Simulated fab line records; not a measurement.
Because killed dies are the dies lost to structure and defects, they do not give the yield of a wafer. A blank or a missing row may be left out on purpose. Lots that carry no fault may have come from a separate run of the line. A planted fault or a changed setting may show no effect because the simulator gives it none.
A lot that was struck, set against a sound lot || flow n5Finfet || 16 out of 1938 route steps
Sound: the wafers L180.1, L180.5, L180.6. Struck: wafer L194.5 (left out: L194.6, a lot-mate that was not struck); the cause follows at the end.
At each step with rows: each side's tool, then ch and its chambers, then its first start. Under that, the readings that differ: sound wafers || struck wafers || difference of the means || sigmas: that difference in standard deviations of wafers without a fault.
alike: words and numbers the same on both sides, and readings whose means are apart by under 2 such deviations; not compared: readings that were withheld, readings missing a value for some wafer, numbers with overlapping values and no deviation given by the record, and bounds like >300 which may hide the same value.
The two part at a step that has a row with sigmas, a row that says differs or no value, or rows on one side only. Numbers that don't overlap but have no deviation are shown without sigmas and don't part them. Lack of a reading on every wafer of one side parts them only where that side has two or more wafers.

N5_HKMG_FIN_INSPECT_61: inspects for defects (macro).
  sound on defectInspect-01, day 4 00:28; struck on defectInspect-02, day 7 12:03
  alike: rawDefectCount
N5_HKMG_FIN_DESCUM_53: chemistry O2, time 7.9 s.
  sound on rieDiel-02 ch 0,1, day 4 00:30; struck on rieDiel-04 ch 1, day 7 12:28
  alike: chamberPressureMTorr, drypumpMotorCurrentA, oesProductAu, rfVppV, showerheadPlenumPTorr, throttleValvePct
  not compared: rfHoursCounterH
then, 3 steps without rows for these wafers: N5_HKMG_FIN_ETCH_54 (etches SiARC in CF4, target depth 45.5 nm, time 75.8 s); N5_HKMG_FIN_ETCH_55 (etches SOC in N2/H2, target depth 240 nm, time 300 s); N5_HKMG_FIN_STRIP_56 (strips in N2/H2).
N5_HKMG_FIN_STRIP_57: strips in CF4.
  sound on rieDiel-02 ch 0,1, day 4 00:47; struck on rieDiel-04 ch 1, day 7 12:44
  alike: chamberPressureMTorr, drypumpMotorCurrentA, oesProductAu, rfVppV, showerheadPlenumPTorr, throttleValvePct
  not compared: rfHoursCounterH
then, 1 step without rows for these wafers: N5_HKMG_FIN_ETCH_58 (etches SOC in N2/H2, target depth 215.8 nm, time 741 s).
N5_HKMG_FIN_STRIP_93: strips SOC in N2/H2, time 20 s.
  sound on rieDiel-02 ch 0,1, day 4 01:14; struck on rieDiel-04 ch 1, day 7 13:12
{"reading": "rfVppV (V)", "sound": "55.2 54.2 54.8", "struck": 53.0, "difference": -1.7, "sigmas": -2}
  alike: chamberPressureMTorr, drypumpMotorCurrentA, oesProductAu, showerheadPlenumPTorr, throttleValvePct
  not compared: rfHoursCounterH
then, 1 step without rows for these wafers: N5_HKMG_FIN_WET_ETCH_76 (etches Al2O3 in dNH4OH, stops on La2O3, target depth 2.25 nm, rinse time 30 s).
N5_HKMG_FIN_STRIP_60: strips in N2/H2, time 360 s.
  sound on plasmaAsher-02 ch 0,1, day 4 01:23; struck on plasmaAsher-02 ch 1, day 7 13:34
  alike: drypumpMotorCurrentA, heaterPowerW
  not compared: rfHoursCounterH
then, 2 steps without rows for these wafers: N5_HKMG_FIN_WET_ETCH_77 (etches La2O3 in dHCl, stops on HfO2, target depth 2 nm); N5_HKMG_FIN_WET_ETCH_78 (etches Al2O3 in dNH4OH, stops on La2O3, target depth 4.5 nm, rinse time 30 s).
N5_HKMG_FIN_ALD_79: deposits TiN, target thk 1.5 nm, pulse time 1 s, purge time 3 s.
  sound on aldMetal-03 ch 0,2,3, day 4 01:53; struck on aldMetal-03 ch 3, day 7 13:59
{"reading": "aldCycles", "sound": "68 68 68", "struck": 65, "difference": -3, "sigmas": ""}
  alike: heaterPowerW, precursorPulseHeightRel
N5_HKMG_FIN_CVD_62: deposits a-Si from Si2H6, target thk 3 nm, time 20.8 s.
  sound on thermalCvdSi-02 ch 1,2, day 4 02:14; struck on thermalCvdSi-02 ch 1, day 7 14:13
  alike: heaterPowerW
-- here the record skips 4 days between the struck wafers' starts before and after, leaving off in module HKMG_FIN and picking up in module BEOL_M4 (first step shown: number 1111 of the route) --
N5_BEOL_M4_RC_MEAS_101:
  sound on prober-02 ch 0, day 7 12:51; struck on prober-01 ch 0, day 11 06:20
  alike: DIBL_N, DIBL_P, IOFF_N, IOFF_P, ION_N, ION_P, SS_N, SS_P, VT_N, VT_P
-- a jump in the record: the struck wafers' starts before and after are 4 days apart (it breaks off in module BEOL_M4 and resumes in module PASSIVATION, where the first step shown is number 1936 of the route) --
N5_PASSIVATION_PROBE_49:
  sound on prober-02, day 11 11:20; struck on prober-02, day 15 03:56
  alike: defectLimitedYield, killed_at_M0_to_M3, killed_at_M4_up, killedAtContacts, killedAtFrontEnd, killedAtOther, killedDies, killedOnRim, killedOpen, killedShort, sort_bin_5_function, sort_bin_6_memory, sort_bin_8_speed, sortNPass, sortYieldPct

== WHERE THEY PART ==
N5_HKMG_FIN_STRIP_93 only, going by this record. Later steps at which nothing parts them and some readings are alike: N5_HKMG_FIN_STRIP_60, N5_HKMG_FIN_ALD_79, N5_HKMG_FIN_CVD_62, N5_BEOL_M4_RC_MEAS_101, N5_PASSIVATION_PROBE_49.

WHY: whatever the simulator had introduced
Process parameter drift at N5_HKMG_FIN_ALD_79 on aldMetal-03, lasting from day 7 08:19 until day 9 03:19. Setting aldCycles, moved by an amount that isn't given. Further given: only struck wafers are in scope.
